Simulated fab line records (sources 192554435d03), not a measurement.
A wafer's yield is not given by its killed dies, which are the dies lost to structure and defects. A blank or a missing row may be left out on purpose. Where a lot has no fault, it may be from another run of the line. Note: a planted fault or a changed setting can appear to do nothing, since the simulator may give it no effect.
fab line records | flow n5_finfet | part 2 of 2: steps 24 to 31 of 31
[record] lots = 5 wafers = 15 last_day = 18
route steps=1938 shown BEOL_M5@1168 BEOL_M6@1194
lots that met no fault: from a run of the same line without faults
start_h: start of the lot's first displayed wafer, in hours after the record's first day | wait_h: hours from the lot's prior step to this one | " same as the row above | L1.1+2: a single row standing in for several wafers | - no value, or no start given | * or withheld: withheld | < > ~ a bound
route shown NAME@n: a module of which the file shows steps, and the number in the route of the first | usual: mean/standard deviation taken from wafers without a fault | same: alike in all rows | chamber/n: place in a boat | sites: each site's reading | _std_site: how widely they spread, as a standard deviation | _edge_site: the outer-site mean with the inner-site mean subtracted | radius_mm: how far each site lies from the wafer's centre | mask NAME#n: copy n | behind: the tool/chamber that last shaped the wafer | hold: what put the lot on hold/how long, in hours/how the hold closed | device: names the non-switching transistor (n, p or np) | end of line: the tests these same wafers got at the end of their route | a step with no rows: only its recipe | killed: dies that structure and defects cost at the first sort, which is not the same as the wafer's yield | map: a wafer's dies, marking killed ones x, the rest . and places with no die _
set.NAME: the setting the step ran with; set.NAME@STEP: the setting that earlier step ran with | model.NAME: the simulator's own value behind a step, which no gauge read
lots at some steps of the route; a table a step, a row a wafer
services: a tool's chamber out of use, with start hour (start_h, from the record's first day; less than 0 if before it), hours out, and reason
[[steps]]
[step N5_BEOL_M5_DEP_56]
[recipe] material = SiCN target_thk_a = 80 temp_c = withheld precursor = 3MS/NH3 pressure_torr = 3 rf_w = 202 time_s = 14
[usual] rf_fwd_power_W = 198.9/0.96 showerhead_plenum_p_Torr = 3.659/0.013 throttle_valve_pct = 9.0/0.42
// columns lot.wafer tool chamber start_h wait_h rf_fwd_power_W showerhead_plenum_p_Torr throttle_valve_pct
L078.2 pecvd-02 1 230.90 0.0 200.7 3.654 9.1
L078.3 " 1 " " 200.6 3.654 8.9
L078.6 " 0 " " 200.0 3.679 9.8
L080.3 pecvd-03 1 254.92 0.0 197.7 3.657 8.7
L080.5 " 2 " " 198.4 3.655 8.5
L080.6 " 0 " " 198.7 3.650 8.9
L090.1 pecvd-01 0 321.41 0.0 199.4 3.647 9.3
L090.2 " 2 " " 199.6 3.673 8.8
L090.3 " 1 " " 197.9 3.656 9.3
L094.3 pecvd-02 2 336.11 0.0 198.1 3.663 8.3
L094.4 " 1 " " 200.1 3.656 9.2
L094.5 " 0 " " 198.8 3.681 10.0
L091.1 pecvd-03 0 339.32 0.0 198.8 3.656 9.0
L091.3 " 2 " " 198.3 3.667 8.7
L091.5 " 1 " " 198.1 3.642 8.9
[step N5_BEOL_M5_RS_MEAS_57]
[recipe] thk_meas_gauge = four-point-probe reads = Co_of_BEOL_M5_CO_CAP_78+Cu_of_BEOL_M5_ECD_50+Co_of_BEOL_M5_CVD_47+TaN_of_BEOL_M5_ALD_86
[usual] M5_RS = 0.388/0.016
// columns lot.wafer tool chamber start_h wait_h M5_RS[ohm/sq]
L078.2 film_metro-02 - 230.99 0.1 0.374
L078.3 " - " " 0.387
L078.6 " - " " 0.390
L080.3 film_metro-01 - 254.99 0.1 0.406
L080.5 " - " " 0.389
L080.6 " - " " 0.395
L090.1 film_metro-02 - 321.48 0.0 0.408
L090.2 " - " " 0.407
L090.3 " - " " 0.421
L094.3 film_metro-02 - 336.18 0.1 0.371
L094.4 " - " " 0.377
L094.5 " - " " 0.366
L091.1 film_metro-02 - 339.39 0.0 0.394
L091.3 " - " " 0.391
L091.5 " - " " 0.387
[step N5_BEOL_M5_INSPECT_58]
[recipe] inspect_instrument = darkfield mode = post_dep
[usual] raw_defect_count = 69/23
// columns lot.wafer tool chamber start_h wait_h raw_defect_count
L078.2 defect_inspect-01 - 231.01 0.0 88
L078.3 " - " " 109
L078.6 " - " " 90
L080.3 defect_inspect-02 - 255.02 0.0 95
L080.5 " - " " 89
L080.6 " - " " 84
L090.1 defect_inspect-01 - 321.51 0.0 72
L090.2 " - " " 74
L090.3 " - " " 44
L094.3 defect_inspect-02 - 336.20 0.0 57
L094.4 " - " " 79
L094.5 " - " " 71
L091.1 defect_inspect-01 - 339.42 0.0 112
L091.3 " - " " 103
L091.5 " - " " 95
[step N5_BEOL_M6_ILD_DEP_00]
[recipe] material = SiCOH_lowk target_thk_a = 1797.5 temp_c = 300 precursor = DEMS/porogen pressure_torr = 5 rf_w = 500 time_s = 33.4
[usual] heater_power_w = 342/49 rf_fwd_power_W = 494.6/2.1 showerhead_plenum_p_Torr = 5.735/0.016 throttle_valve_pct = 14.1/0.81
// columns lot.wafer tool chamber start_h wait_h heater_power_w rf_fwd_power_W showerhead_plenum_p_Torr throttle_valve_pct
L078.2 pecvd-01 2 231.05 0.0 307 493.4 5.770 13.0
L078.3 " 1 " " 321 497.0 5.723 13.9
L078.6 " 2 " " 318 495.7 5.740 13.3
L080.3 pecvd-04 1 255.05 0.0 315 487.6 5.739 15.4
L080.5 " 0 " " 290 497.0 5.745 14.1
L080.6 " 2 " " 431 494.2 5.708 13.1
L090.1 pecvd-01 0 321.54 0.0 410 496.9 5.724 14.6
L090.2 " 2 " " 322 493.7 5.740 13.2
L090.3 " 1 " " 345 493.1 5.736 14.3
L094.3 pecvd-04 1 336.24 0.0 309 491.4 5.729 15.1
L094.4 " 0 " " 314 499.6 5.750 14.2
L094.5 " 1 " " 320 492.4 5.734 15.5
L091.1 pecvd-01 1 339.45 0.0 304 495.4 5.734 14.0
L091.3 " 2 " " 328 497.5 5.761 13.2
L091.5 " 0 " " 396 494.2 5.707 14.5
[step N5_BEOL_M6_CURE_74]
[recipe] temp_c = 385 time_s = 240 ambient = He/Ar material = SiCOH_lowk
[usual] lamp_power_pct = 52.31/0.06 wafer_temp_C_max = 387.0/0.55
// columns lot.wafer tool chamber start_h wait_h lamp_power_pct wafer_temp_C_max
L078.2 uv_cure-01 2 231.27 0.2 52.30 386.4
L078.3 " 2 " " 52.44 386.2
L078.6 " 2 " " 52.34 386.5
L080.3 uv_cure-01 2 255.28 0.2 52.33 386.0
L080.5 " 2 " " 52.33 386.1
L080.6 " 2 " " 52.24 387.0
L090.1 uv_cure-03 2 321.61 0.0 52.29 386.5
L090.2 " 2 " " 52.23 387.1
L090.3 " 2 " " 52.14 387.7
L094.3 uv_cure-01 1 336.46 0.2 52.33 386.9
L094.4 " 1 " " 52.23 387.6
L094.5 " 1 " " 52.30 387.1
L091.1 uv_cure-02 2 339.52 0.0 52.35 386.8
L091.3 " 2 " " 52.25 387.4
L091.5 " 2 " " 52.27 387.6
[step N5_BEOL_M6_THK_MEAS_01]
[recipe] reads = SiCOH_lowk_of_BEOL_M6_ILD_DEP_00
[usual] M6_ILD_THK = 154.5/2.3
// columns lot.wafer tool chamber start_h wait_h M6_ILD_THK[nm]
L078.2 film_metro-01 - 232.11 0.7 153.9
L078.3 " - " " 157.5
L078.6 " - " " 154.2
L080.3 film_metro-02 - 255.63 0.3 153.9
L080.5 " - " " 154.8
L080.6 " - " " 158.6
L090.1 film_metro-01 - 322.60 0.8 156.0
L090.2 " - " " 154.8
L090.3 " - " " 157.6
L094.3 film_metro-01 - 336.82 0.3 154.4
L094.4 " - " " 156.4
L094.5 " - " " 157.1
L091.1 film_metro-02 - 340.03 0.4 154.0
L091.3 " - " " 153.5
L091.5 " - " " 158.0
[step N5_BEOL_M6_PECVD_70]
[recipe] material = SiO2 target_thk_a = 200 temp_c = 400 precursor = TEOS/O2 pressure_torr = 5.5 rf_w = 450 teos_flow_sccm = 53.8 gas = O2 flow_sccm = 3000 time_s = 22.7
[usual] heater_power_w = 759/90 rf_fwd_power_W = 444.1/2.1 showerhead_plenum_p_Torr = 8.76/0.057 throttle_valve_pct = 22.7/1.2
// columns lot.wafer tool chamber start_h wait_h heater_power_w rf_fwd_power_W showerhead_plenum_p_Torr throttle_valve_pct
L078.2 pecvd-01 2 232.14 0.0 856 441.9 8.84 20.9
L078.3 " 0 " " 883 445.4 8.70 23.4
L078.6 " 1 " " 698 446.5 8.74 22.9
L080.3 pecvd-01 1 255.67 0.0 782 442.7 8.77 22.9
L080.5 " 1 " " 788 444.4 8.75 22.8
L080.6 " 0 " " 754 441.9 8.71 23.4
L090.1 pecvd-04 1 322.64 0.0 617 439.7 8.75 25.3
L090.2 " 0 " " 603 446.3 8.76 22.9
L090.3 " 2 " " 907 445.1 8.69 21.6
L094.3 pecvd-01 2 336.85 0.0 751 444.8 8.83 21.1
L094.4 " 1 " " 769 442.6 8.76 22.8
L094.5 " 2 " " 727 443.8 8.84 20.9
L091.1 pecvd-02 0 340.07 0.0 868 445.5 8.84 24.1
L091.3 " 1 " " 691 447.4 8.75 22.6
L091.5 " 0 " " 867 445.2 8.87 23.9
[step N5_BEOL_M6_HM_DEP_02]
[recipe] material = TiN target_thk_a = 200 temp_c = 25 chamber_pressure_pa = 0.49996
[usual] chamber_pressure_pa = 0.5000/0.001 throttle_valve_pct = 29.8/0.66
// columns lot.wafer tool chamber start_h wait_h chamber_pressure_pa throttle_valve_pct
L078.2 pvd_sputter-02 - 232.58 0.4 0.4993 30.3
L078.3 " - " " 0.4991 29.8
L078.6 " - " " 0.4999 29.9
L080.3 pvd_sputter-01 - 256.66 1.0 0.5003 30.1
L080.5 " - " " 0.4997 29.9
L080.6 " - " " 0.5006 30.9
L090.1 pvd_sputter-03 - 322.85 0.2 0.5018 29.0
L090.2 " - " " 0.5011 30.5
L090.3 " - " " 0.4990 29.1
L094.3 pvd_sputter-02 - 337.22 0.4 0.4979 30.0
L094.4 " - " " 0.4982 30.1
L094.5 " - " " 0.4989 29.8
L091.1 pvd_sputter-02 - 340.28 0.2 0.5016 29.6
L091.3 " - " " 0.4998 30.1
L091.5 " - " " 0.4999 29.7
[[services]]
// columns tool chamber start_h hours kind
pecvd-01 - 203.81 0.8 pm
ald_metal-01 - 210.02 1.2 pm
uv_cure-02 - 210.23 3.4 pm
uv_cure-03 - 211.21 6.7 repair
pecvd-01 - 218.69 0.9 repair
cmp-02 - 228.00 4.7 repair
ecd_cu-01 - 230.60 5.9 pm
cmp-03 - 238.14 4.0 pm
ecd_cu-01 - 239.98 0.3 repair
uv_cure-02 - 250.78 4.0 repair
cvd_co-02 - 251.00 6.0 pm
ecd_cu-02 - 256.43 1.5 repair
cmp-03 - 257.10 0.3 repair
cvd_co-02 - 264.18 0.8 repair
ald_metal-03 - 268.29 2.8 pm
uv_cure-03 - 272.43 7.5 pm
pecvd-04 - 288.42 33.3 repair
cmp-02 - 293.20 6.2 repair
pecvd-02 - 297.46 0.3 repair
uv_cure-03 - 298.18 7.1 repair
cvd_co-02 - 303.15 0.8 repair
cvd_co-01 2 307.37 4.8 repair
pecvd-04 - 328.99 0.3 repair
cvd_co-01 - 336.47 6.0 pm
